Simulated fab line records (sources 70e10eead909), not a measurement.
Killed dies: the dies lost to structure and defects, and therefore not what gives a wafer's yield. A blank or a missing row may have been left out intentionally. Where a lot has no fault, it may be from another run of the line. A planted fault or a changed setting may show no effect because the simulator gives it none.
Which tool is to blame? || flow nandHarc || 12 lots, 36 wafers sampled, at 6 steps of a route of 1159

== WHAT THE GAUGES SHOWED, per wafer ==
NHARC_P_GATE_INSPECT_68.
{"lot": "L823", "measured": "day 5 10:09", "on": "defectInspect-02", "rawDefectCount": "250 215 217"}
{"lot": "L824", "measured": "day 5 23:32", "on": "defectInspect-02", "rawDefectCount": "219 222 247"}
{"lot": "L828", "measured": "day 6 21:12", "on": "defectInspect-01", "rawDefectCount": "256 169 255"}
{"lot": "L830", "measured": "day 7 15:47", "on": "defectInspect-02", "rawDefectCount": "250 413 164"}
{"lot": "L831", "measured": "day 7 18:23", "on": "defectInspect-01", "rawDefectCount": "178 198 220"}
{"lot": "L832", "measured": "day 8 04:23", "on": "defectInspect-01", "rawDefectCount": "233 237 151"}
{"lot": "L835", "measured": "day 8 19:22", "on": "defectInspect-02", "rawDefectCount": "231 165 167"}
{"lot": "L834", "measured": "day 8 21:51", "on": "defectInspect-02", "rawDefectCount": "247 214 144"}
{"lot": "L833", "measured": "day 8 20:33", "on": "defectInspect-02", "rawDefectCount": "302 392 130"}
{"lot": "L837", "measured": "day 9 05:19", "on": "defectInspect-02", "rawDefectCount": "706 671 666"}
{"lot": "L838", "measured": "day 9 15:40", "on": "defectInspect-02", "rawDefectCount": "662 699 735"}
{"lot": "L841", "measured": "day 10 01:53", "on": "defectInspect-02", "rawDefectCount": "728 665 702"}

NHARC_END_SORT_01.
{"lot": "L830", "measured": "day 21 03:07", "on": "prober-01", "killedAtArray": "30 27 35", "killedAtOther": "0 1 0", "killedAtPeriphery": "4 2 2", "killedDies": "34 30 37", "killedOpen": "4 5 3", "killedShort": "3 1 2"}
{"lot": "L831", "measured": "day 21 09:07", "on": "prober-02", "killedAtArray": "28 26 31", "killedAtOther": "0 0 0", "killedAtPeriphery": "3 4 4", "killedDies": "31 30 35", "killedOpen": "4 7 3", "killedShort": "4 1 1"}
{"lot": "L832", "measured": "day 22 03:11", "on": "prober-01", "killedAtArray": "21 21 19", "killedAtOther": "4 2 1", "killedAtPeriphery": "4 7 5", "killedDies": "29 30 25", "killedOpen": "7 3 3", "killedShort": "3 1 0"}
{"lot": "L835", "measured": "day 22 10:07", "on": "prober-01", "killedAtArray": "38 48 35", "killedAtOther": "1 1 2", "killedAtPeriphery": "4 4 7", "killedDies": "43 53 44", "killedOpen": "5 4 3", "killedShort": "3 2 2"}
{"lot": "L834", "measured": "day 21 20:49", "on": "prober-02", "killedAtArray": "25 39 23", "killedAtOther": "2 0 2", "killedAtPeriphery": "0 2 1", "killedDies": "27 41 26", "killedOpen": "1 5 1", "killedShort": "2 5 2"}
{"lot": "L833", "measured": "day 22 08:41", "on": "prober-02", "killedAtArray": "23 29 39", "killedAtOther": "0 1 0", "killedAtPeriphery": "3 2 5", "killedDies": "26 32 44", "killedOpen": "5 7 4", "killedShort": "0 1 3"}
{"lot": "L837", "measured": "day 22 23:41", "on": "prober-02", "killedAtArray": "45 29 47", "killedAtOther": "0 0 0", "killedAtPeriphery": "94 88 41", "killedDies": "139 117 88", "killedOpen": "2 0 2", "killedShort": "2 1 4"}
{"lot": "L838", "measured": "day 23 19:59", "on": "prober-02", "killedAtArray": "27 28 25", "killedAtOther": "1 0 0", "killedAtPeriphery": "89 49 46", "killedDies": "117 77 71", "killedOpen": "5 6 2", "killedShort": "2 2 2"}
{"lot": "L841", "measured": "day 23 19:11", "on": "prober-01", "killedAtArray": "37 26 45", "killedAtOther": "1 0 2", "killedAtPeriphery": "88 88 92", "killedDies": "126 114 139", "killedOpen": "6 3 3", "killedShort": "1 3 0"}

== WHAT TOOL EACH LOT RAN ON (gives the tool, then ch and the chambers of the sampled wafers, and finally the start) ==
{"lot": "L823", "NHARC_P_GATE_ETCH_114": "rieDiel-04 ch 0,2,3, day 4 14:00", "NHARC_P_GATE_STRIP_111": "plasmaAsher-02 ch 0,1, day 5 02:23", "NHARC_P_GATE_STRIP_113": "plasmaAsher-02 ch 0,1, day 5 07:46", "NHARC_P_CONTACT_DEP_00": "pecvd-01 ch 0,2, no start"}
{"lot": "L824", "NHARC_P_GATE_ETCH_114": "rieDiel-12 ch 0,1,3, day 5 05:00", "NHARC_P_GATE_STRIP_111": "plasmaAsher-02 ch 0,1, day 5 17:28", "NHARC_P_GATE_STRIP_113": "plasmaAsher-01 ch 0,1, day 5 20:56", "NHARC_P_CONTACT_DEP_00": "pecvd-04 ch 0,2, no start"}
{"lot": "L828", "NHARC_P_GATE_ETCH_114": "rieDiel-02 ch 0,1,3, day 6 03:00", "NHARC_P_GATE_STRIP_111": "plasmaAsher-02 ch 0,1, day 6 15:16", "NHARC_P_GATE_STRIP_113": "plasmaAsher-02 ch 0,1, day 6 18:53", "NHARC_P_CONTACT_DEP_00": "pecvd-02 ch 0,1, no start"}
{"lot": "L830", "NHARC_P_GATE_ETCH_114": "rieDiel-12 ch 0,1,2, day 6 21:00", "NHARC_P_GATE_STRIP_111": "plasmaAsher-01 ch 0,1, day 7 09:26", "NHARC_P_GATE_STRIP_113": "plasmaAsher-01 ch 0,1, day 7 13:21", "NHARC_P_CONTACT_DEP_00": "pecvd-04 ch 0,1,2, day 21 03:07 or earlier"}
{"lot": "L831", "NHARC_P_GATE_ETCH_114": "rieDiel-04 ch 0,2,3, day 6 21:00", "NHARC_P_GATE_STRIP_111": "plasmaAsher-02 ch 0,1, day 7 09:32", "NHARC_P_GATE_STRIP_113": "plasmaAsher-01 ch 0,1, day 7 15:46", "NHARC_P_CONTACT_DEP_00": "pecvd-04 ch 0,2, day 21 09:07 or earlier"}
{"lot": "L832", "NHARC_P_GATE_ETCH_114": "rieDiel-12 ch 0,1,2, day 7 10:00", "NHARC_P_GATE_STRIP_111": "plasmaAsher-02 ch 0, day 7 22:25", "NHARC_P_GATE_STRIP_113": "plasmaAsher-01 ch 0,1, day 8 01:58", "NHARC_P_CONTACT_DEP_00": "pecvd-01 ch 1,2, day 22 03:11 or earlier"}
{"lot": "L835", "NHARC_P_GATE_ETCH_114": "rieDiel-04 ch 0,2,3, day 8 01:00", "NHARC_P_GATE_STRIP_111": "plasmaAsher-02 ch 0,1, day 8 13:16", "NHARC_P_GATE_STRIP_113": "plasmaAsher-01 ch 0,1, day 8 16:50", "NHARC_P_CONTACT_DEP_00": "pecvd-01 ch 0,2, day 22 10:07 or earlier"}
{"lot": "L834", "NHARC_P_GATE_ETCH_114": "rieDiel-12 ch 1,2,3, day 8 01:00", "NHARC_P_GATE_STRIP_111": "plasmaAsher-01 ch 0,1, day 8 15:51", "NHARC_P_GATE_STRIP_113": "plasmaAsher-01 ch 0,1, day 8 19:25", "NHARC_P_CONTACT_DEP_00": "pecvd-04 ch 0,1,2, day 21 20:49 or earlier"}
{"lot": "L833", "NHARC_P_GATE_ETCH_114": "rieDiel-12 ch 0,1,3, day 8 02:00", "NHARC_P_GATE_STRIP_111": "plasmaAsher-01 ch 0,1, day 8 14:16", "NHARC_P_GATE_STRIP_113": "plasmaAsher-01 ch 0,1, day 8 17:57", "NHARC_P_CONTACT_DEP_00": "pecvd-02 ch 0,1,2, day 22 08:41 or earlier"}
{"lot": "L837", "NHARC_P_GATE_ETCH_114": "rieDiel-12 ch 0,1,3, day 8 11:00", "NHARC_P_GATE_STRIP_111": "plasmaAsher-01 ch 0,1, day 8 23:28", "NHARC_P_GATE_STRIP_113": "plasmaAsher-01 ch 0,1, day 9 02:58", "NHARC_P_CONTACT_DEP_00": "pecvd-02 ch 0,2, day 22 23:41 or earlier"}
{"lot": "L838", "NHARC_P_GATE_ETCH_114": "rieDiel-12 ch 2,3, day 8 21:00", "NHARC_P_GATE_STRIP_111": "plasmaAsher-02 ch 0,1, day 9 09:37", "NHARC_P_GATE_STRIP_113": "plasmaAsher-02 ch 1, day 9 13:07", "NHARC_P_CONTACT_DEP_00": "pecvd-02 ch 0,2, day 23 19:59 or earlier"}
{"lot": "L841", "NHARC_P_GATE_ETCH_114": "rieDiel-12 ch 0,2, day 9 07:00", "NHARC_P_GATE_STRIP_111": "plasmaAsher-02 ch 0,1, day 9 19:55", "NHARC_P_GATE_STRIP_113": "plasmaAsher-01 ch 0,1, day 9 23:16", "NHARC_P_CONTACT_DEP_00": "pecvd-01 ch 0,1, day 10 02:39"}
- NHARC_P_GATE_ETCH_114: etches the open film in CF4/O2, target depth 30 nm, overetch 3 nm, time 16.5 s.
- NHARC_P_GATE_STRIP_111: strips in N2/H2, time 250 s.
- NHARC_P_GATE_STRIP_113: strips in N2/H2, time 740 s.
- NHARC_P_CONTACT_DEP_00: deposits SiO2, target thk 500 nm.

== WHAT THE TOOLS THEMSELVES READ (means of the sampled wafers that have a number; where no wafer has one, the mark that the record gives instead) ==
NHARC_P_GATE_ETCH_114.
{"lot": "L823", "tool": "rieDiel-04", "drypumpMotorCurrentA (A)": 5.39, "oes_o_777_au (a.u.)": 0.998, "oesProductAu (a.u.)": 1.008, "rfVppV (V)": 197.9, "showerheadPlenumPTorr (Torr)": 1.35, "throttleValvePct (%)": 13.392}
{"lot": "L824", "tool": "rieDiel-12", "drypumpMotorCurrentA (A)": 5.56, "oes_o_777_au (a.u.)": 1.001, "oesProductAu (a.u.)": 0.997, "rfVppV (V)": 197.7, "showerheadPlenumPTorr (Torr)": 1.34, "throttleValvePct (%)": 13.397}
{"lot": "L828", "tool": "rieDiel-02", "drypumpMotorCurrentA (A)": 5.46, "oes_o_777_au (a.u.)": 1.005, "oesProductAu (a.u.)": 0.999, "rfVppV (V)": 197.7, "showerheadPlenumPTorr (Torr)": 1.36, "throttleValvePct (%)": 13.390}
{"lot": "L830", "tool": "rieDiel-12", "drypumpMotorCurrentA (A)": 5.72, "oes_o_777_au (a.u.)": 1.000, "oesProductAu (a.u.)": 0.991, "rfVppV (V)": 198.4, "showerheadPlenumPTorr (Torr)": 1.34, "throttleValvePct (%)": 13.395}
{"lot": "L831", "tool": "rieDiel-04", "drypumpMotorCurrentA (A)": 5.39, "oes_o_777_au (a.u.)": 1.001, "oesProductAu (a.u.)": 1.005, "rfVppV (V)": 198.6, "showerheadPlenumPTorr (Torr)": 1.35, "throttleValvePct (%)": 13.396}
{"lot": "L832", "tool": "rieDiel-12", "drypumpMotorCurrentA (A)": 5.71, "oes_o_777_au (a.u.)": 1.002, "oesProductAu (a.u.)": 0.992, "rfVppV (V)": 198.4, "showerheadPlenumPTorr (Torr)": 1.34, "throttleValvePct (%)": 13.396}
{"lot": "L835", "tool": "rieDiel-04", "drypumpMotorCurrentA (A)": 5.40, "oes_o_777_au (a.u.)": 0.998, "oesProductAu (a.u.)": 1.002, "rfVppV (V)": 197.7, "showerheadPlenumPTorr (Torr)": 1.34, "throttleValvePct (%)": 13.405}
{"lot": "L834", "tool": "rieDiel-12", "drypumpMotorCurrentA (A)": 5.69, "oes_o_777_au (a.u.)": 0.999, "oesProductAu (a.u.)": 1.000, "rfVppV (V)": 197.3, "showerheadPlenumPTorr (Torr)": 1.30, "throttleValvePct (%)": 13.394}
{"lot": "L833", "tool": "rieDiel-12", "drypumpMotorCurrentA (A)": 5.58, "oes_o_777_au (a.u.)": 1.003, "oesProductAu (a.u.)": 1.002, "rfVppV (V)": 197.9, "showerheadPlenumPTorr (Torr)": 1.34, "throttleValvePct (%)": 13.400}
{"lot": "L837", "tool": "rieDiel-12", "drypumpMotorCurrentA (A)": 5.56, "oes_o_777_au (a.u.)": 1.002, "oesProductAu (a.u.)": 1.000, "rfVppV (V)": 199.0, "showerheadPlenumPTorr (Torr)": 1.34, "throttleValvePct (%)": 13.395}
{"lot": "L838", "tool": "rieDiel-12", "drypumpMotorCurrentA (A)": 5.55, "oes_o_777_au (a.u.)": 1.004, "oesProductAu (a.u.)": 1.003, "rfVppV (V)": 196.7, "showerheadPlenumPTorr (Torr)": 1.29, "throttleValvePct (%)": 13.407}
{"lot": "L841", "tool": "rieDiel-12", "drypumpMotorCurrentA (A)": 5.76, "oes_o_777_au (a.u.)": 1.003, "oesProductAu (a.u.)": 0.993, "rfVppV (V)": 198.4, "showerheadPlenumPTorr (Torr)": 1.33, "throttleValvePct (%)": 13.394}

NHARC_P_GATE_STRIP_111.
{"lot": "L823", "tool": "plasmaAsher-02", "drypumpMotorCurrentA (A)": 6.26, "heaterPowerW (W)": 84}
{"lot": "L824", "tool": "plasmaAsher-02", "drypumpMotorCurrentA (A)": 6.26, "heaterPowerW (W)": 84}
{"lot": "L828", "tool": "plasmaAsher-02", "drypumpMotorCurrentA (A)": 6.13, "heaterPowerW (W)": 87}
{"lot": "L830", "tool": "plasmaAsher-01", "drypumpMotorCurrentA (A)": 6.24, "heaterPowerW (W)": 93}
{"lot": "L831", "tool": "plasmaAsher-02", "drypumpMotorCurrentA (A)": 6.14, "heaterPowerW (W)": 88}
{"lot": "L832", "tool": "plasmaAsher-02", "drypumpMotorCurrentA (A)": 6.39, "heaterPowerW (W)": 82}
{"lot": "L835", "tool": "plasmaAsher-02", "drypumpMotorCurrentA (A)": 6.26, "heaterPowerW (W)": 86}
{"lot": "L834", "tool": "plasmaAsher-01", "drypumpMotorCurrentA (A)": 6.22, "heaterPowerW (W)": 92}
{"lot": "L833", "tool": "plasmaAsher-01", "drypumpMotorCurrentA (A)": 6.23, "heaterPowerW (W)": 93}
{"lot": "L837", "tool": "plasmaAsher-01", "drypumpMotorCurrentA (A)": 6.23, "heaterPowerW (W)": 92}
{"lot": "L838", "tool": "plasmaAsher-02", "drypumpMotorCurrentA (A)": 6.24, "heaterPowerW (W)": 83}
{"lot": "L841", "tool": "plasmaAsher-02", "drypumpMotorCurrentA (A)": 6.25, "heaterPowerW (W)": 84}

NHARC_P_GATE_STRIP_113.
{"lot": "L823", "tool": "plasmaAsher-02", "drypumpMotorCurrentA (A)": 6.26, "heaterPowerW (W)": 83}
{"lot": "L824", "tool": "plasmaAsher-01", "drypumpMotorCurrentA (A)": 6.24, "heaterPowerW (W)": 93}
{"lot": "L828", "tool": "plasmaAsher-02", "drypumpMotorCurrentA (A)": 6.13, "heaterPowerW (W)": 87}
{"lot": "L830", "tool": "plasmaAsher-01", "drypumpMotorCurrentA (A)": 6.23, "heaterPowerW (W)": 94}
{"lot": "L831", "tool": "plasmaAsher-01", "drypumpMotorCurrentA (A)": 6.22, "heaterPowerW (W)": 93}
{"lot": "L832", "tool": "plasmaAsher-01", "drypumpMotorCurrentA (A)": 6.21, "heaterPowerW (W)": 94}
{"lot": "L835", "tool": "plasmaAsher-01", "drypumpMotorCurrentA (A)": 6.23, "heaterPowerW (W)": 93}
{"lot": "L834", "tool": "plasmaAsher-01", "drypumpMotorCurrentA (A)": 6.10, "heaterPowerW (W)": 89}
{"lot": "L833", "tool": "plasmaAsher-01", "drypumpMotorCurrentA (A)": 6.10, "heaterPowerW (W)": 90}
{"lot": "L837", "tool": "plasmaAsher-01", "drypumpMotorCurrentA (A)": 6.22, "heaterPowerW (W)": 92}
{"lot": "L838", "tool": "plasmaAsher-02", "drypumpMotorCurrentA (A)": 6.00, "heaterPowerW (W)": 92}
{"lot": "L841", "tool": "plasmaAsher-01", "drypumpMotorCurrentA (A)": 6.22, "heaterPowerW (W)": 93}

NHARC_P_CONTACT_DEP_00.
{"lot": "L823", "tool": "pecvd-01", "heaterPowerOuterW (W)": 242, "heaterPowerW (W)": 500, "throttleValvePct (%)": 15.3}
{"lot": "L824", "tool": "pecvd-04", "heaterPowerOuterW (W)": 343, "heaterPowerW (W)": 598, "throttleValvePct (%)": 16.1}
{"lot": "L828", "tool": "pecvd-02", "heaterPowerOuterW (W)": 328, "heaterPowerW (W)": 553, "throttleValvePct (%)": 15.8}
{"lot": "L830", "tool": "pecvd-04", "heaterPowerOuterW (W)": 299, "heaterPowerW (W)": 558, "throttleValvePct (%)": 16.0}
{"lot": "L831", "tool": "pecvd-04", "heaterPowerOuterW (W)": 344, "heaterPowerW (W)": 596, "throttleValvePct (%)": 15.9}
{"lot": "L832", "tool": "pecvd-01", "heaterPowerOuterW (W)": 320, "heaterPowerW (W)": 593, "throttleValvePct (%)": 15.9}
{"lot": "L835", "tool": "pecvd-01", "heaterPowerOuterW (W)": 239, "heaterPowerW (W)": 494, "throttleValvePct (%)": 15.8}
{"lot": "L834", "tool": "pecvd-04", "heaterPowerOuterW (W)": 305, "heaterPowerW (W)": 557, "throttleValvePct (%)": 15.7}
{"lot": "L833", "tool": "pecvd-02", "heaterPowerOuterW (W)": 385, "heaterPowerW (W)": 671, "throttleValvePct (%)": 15.7}
{"lot": "L837", "tool": "pecvd-02", "heaterPowerOuterW (W)": 408, "heaterPowerW (W)": 726, "throttleValvePct (%)": 15.8}
{"lot": "L838", "tool": "pecvd-02", "heaterPowerOuterW (W)": 398, "heaterPowerW (W)": 698, "throttleValvePct (%)": 15.8}
{"lot": "L841", "tool": "pecvd-01", "heaterPowerOuterW (W)": 319, "heaterPowerW (W)": 590, "throttleValvePct (%)": 16.0}

== THE ANSWER, worked out from the rows above alone ==
Rule: the usual values come from the lots themselves. Put in order of their means at a reading, lots are off if they are a third of the lots or fewer, leave a main group of 4 or more, and stand apart from it by a gap of 3 or more times the standard deviation of the main group's means; of several such gaps the widest counts. The tables above print the reading to a certain number of digits; a main group whose means all agree to those digits is not used. Also off: a lot with no number at a reading for which 4 or more lots have one. Any other lot the step has rows for is counted as sound. After the gauges, taken in route order, come the tools' own readings; for these a lot's mean is taken, as printed above. The first step at which some lot is off is used, and at that step the reading that is off furthest; a lot without a number counts as furthest.
Off: L837, L838, L841, at NHARC_P_GATE_INSPECT_68 (rawDefectCount). The main group has a mean of 225 with a standard deviation of 30.
A tool fits if, at a process step before that reading, it ran every lot that is off, and no sound lot after the first of them. The gauges at NHARC_P_GATE_INSPECT_68 aren't tried: what is off there is off at NHARC_END_SORT_01 too, on other tools, and a gauge's error can't cause that. One fits: rieDiel-12 at NHARC_P_GATE_ETCH_114. A fault onset in the window from L833 (day 8 02:00, its last sound lot) to L837 (day 8 11:00, its first lot off) fits.

== WHAT THE SIMULATOR HAD INSERTED ==
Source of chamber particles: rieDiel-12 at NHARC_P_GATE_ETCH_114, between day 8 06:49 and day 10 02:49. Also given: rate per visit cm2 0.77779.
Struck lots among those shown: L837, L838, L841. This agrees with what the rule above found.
